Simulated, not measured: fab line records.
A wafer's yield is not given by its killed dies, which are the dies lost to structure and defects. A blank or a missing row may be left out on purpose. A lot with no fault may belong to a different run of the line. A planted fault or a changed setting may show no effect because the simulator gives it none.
A struck lot beside a sound one / flow n5-finfet / 36 out of 1938 route steps
Sound: the wafers L486.1, L486.3, L486.5. Wafers struck: L469.3, L469.5, L469.6. The cause is given at the end.
Each step with rows lists, per side, the tool, then ch with its chambers, then its first start. Under that, the readings that differ: sound wafers / struck wafers / difference of the means / sigmas: that difference in standard deviations of wafers without a fault.
alike: readings whose means differ by less than 2 such deviations, and words and numbers that are the same on both sides. not compared: withheld readings, readings that some wafer has no value for, bounds like >300 that may hide the same value, and numbers for which the record gives no deviation and whose values overlap.
A row with sigmas, a row that says differs or no value, or rows on one side alone: a step with any of these is where the two part. Numbers that don't overlap but have no deviation are shown without sigmas and don't part them. Lack of a reading on every wafer of one side parts them only where that side has two or more wafers.

first, 9 steps without rows for these wafers: N5_BEOL_M4_ANNEAL_95 (time 240 s); N5_BEOL_M4_SPUTTER_96 (material Cu, target thk 4.5 nm, time 8.29 s); N5_BEOL_M4_ECD_50 (material Cu, target thk 300 nm); N5_BEOL_M4_ANNEAL_51 (time 90 s); N5_BEOL_M4_CMP_52 (polishes, stops on SiOC, t overpolish 6.8 s, target thk 40 nm); N5_BEOL_M4_PRE_CLEAN_60 (time 15 s); N5_BEOL_M4_CO_CAP_55 (material Co, precursor CCTBA/H2, target thk 2 nm, time 102.1 s); N5_BEOL_M4_PRE_CLEAN_56 (time 15 s); N5_BEOL_M4_DEP_57 (deposits SiCN from 3MS/NH3, target thk 8 nm, time 14 s).
N5_BEOL_M4_RC_MEAS_101:
  sound on prober-02 ch 0, day 14 01:37; struck on prober-02 ch 0, day 9 05:29
reading=ION_N (uA/um); sound=676 690 691; struck=653 660 668; difference=-25; sigmas=-2
reading=ION_P (uA/um); sound=459 469 467; struck=445 450 451; difference=-16; sigmas=-3
reading=VT_P (mV); sound=-250 -247 -248; struck=-256 -256 -254; difference=-7; sigmas=-2
  alike: DIBL_N, DIBL_P, IOFF_N, IOFF_P, SS_N, SS_P, VT_N
then, 24 steps without rows for these wafers: N5_BEOL_M5_ILD_DEP_00 (deposits SiCOH lowk from DEMS/porogen, target thk 140.64 nm, time 25.9 s); N5_BEOL_M5_CURE_79 (cures SiCOH lowk, time 240 s); N5_BEOL_M5_PECVD_70 (deposits SiO2 from TEOS/O2, target thk 16 nm, time 18 s); N5_BEOL_M5_HM_DEP_02 (deposits TiN, target thk 20 nm); N5_BEOL_M5_COAT_59 (time 60 s, resist thk 60 nm); N5_BEOL_M5_COAT_60 (time 60 s, resist thk 12 nm); N5_BEOL_M5_COAT_71 (time 60 s, resist thk 5 nm); N5_BEOL_M5_COAT_05 (resist thk 30 nm); N5_BEOL_M5_EBR_07; N5_BEOL_M5_SOFTBAKE_06 (time 60 s); N5_BEOL_M5_EXPOSE_08 (exposes mask M5, target cd 28 nm); N5_BEOL_M5_PEB_09 (peb time 60 s); N5_BEOL_M5_DEVELOP_10 (develop time 30 s); N5_BEOL_M5_DESCUM_16 (chemistry O2, time 7 s); N5_BEOL_M5_ETCH_72 (etches underlayer in N2/H2, target depth 6.5 nm, time 5.2 s); N5_BEOL_M5_ETCH_61 (etches SiARC in CF4, target depth 15.6 nm, time 26 s); N5_BEOL_M5_ETCH_62 (etches SOC in N2/H2, target depth 75 nm, overetch 15 nm, time 112.5 s); N5_BEOL_M5_STRIP_63 (strips in N2/H2); N5_BEOL_M5_STRIP_73 (strips in N2/H2); N5_BEOL_M5_STRIP_64 (strips in CF4); N5_BEOL_M5_HM_OPEN_17 (chemistry Cl2/BCl3, target TiN, target depth 20 nm, overetch 6 nm); N5_BEOL_M5_STRIP_19 (strips in O2); N5_BEOL_M5_COAT_65 (time 60 s, resist thk 60 nm); N5_BEOL_M5_COAT_66 (time 60 s, resist thk 12 nm).
N5_BEOL_M5_VIA_ETCH_34: etches SiCOH lowk in C4F6/O2, target depth 88.3 nm, time 39.2 s.
  sound on rie-diel-01 ch 0,1,3, day 14 07:02; struck on rie-diel-01 ch 2, day 9 15:27
  no value came back on the struck wafers for any of 9 readings (C4F6_flow_sccm (sccm), O2_flow_sccm (sccm) and others); on the sound wafers C4F6_flow_sccm (sccm) reads 9.962 9.984 10.001
reading=model.SiARC_of_BEOL_M5_COAT_66.thk-nm (nm); sound=0 0 0; struck=6.4 6.6 6.4; difference=+6.5; sigmas=
reading=model.SOC_of_BEOL_M5_COAT_65.thk-nm (nm); sound=56 56 55.8; struck=60 60 59.8; difference=+4; sigmas=
  not compared: rf-hours-counter-h
-- here the record skips 4 days between the struck wafers' starts before and after, leaving off in module BEOL_M5 and picking up in module PASSIVATION (first step shown: number 1936 of the route) --
N5_PASSIVATION_PROBE_49:
  record: rows for the struck wafers here (prober-01, day 13 22:05), none for the sound ones

WHERE THEY PART
First at N5_BEOL_M4_RC_MEAS_101; last, within this record, at N5_PASSIVATION_PROBE_49.

WHY: what had been put in by the simulator
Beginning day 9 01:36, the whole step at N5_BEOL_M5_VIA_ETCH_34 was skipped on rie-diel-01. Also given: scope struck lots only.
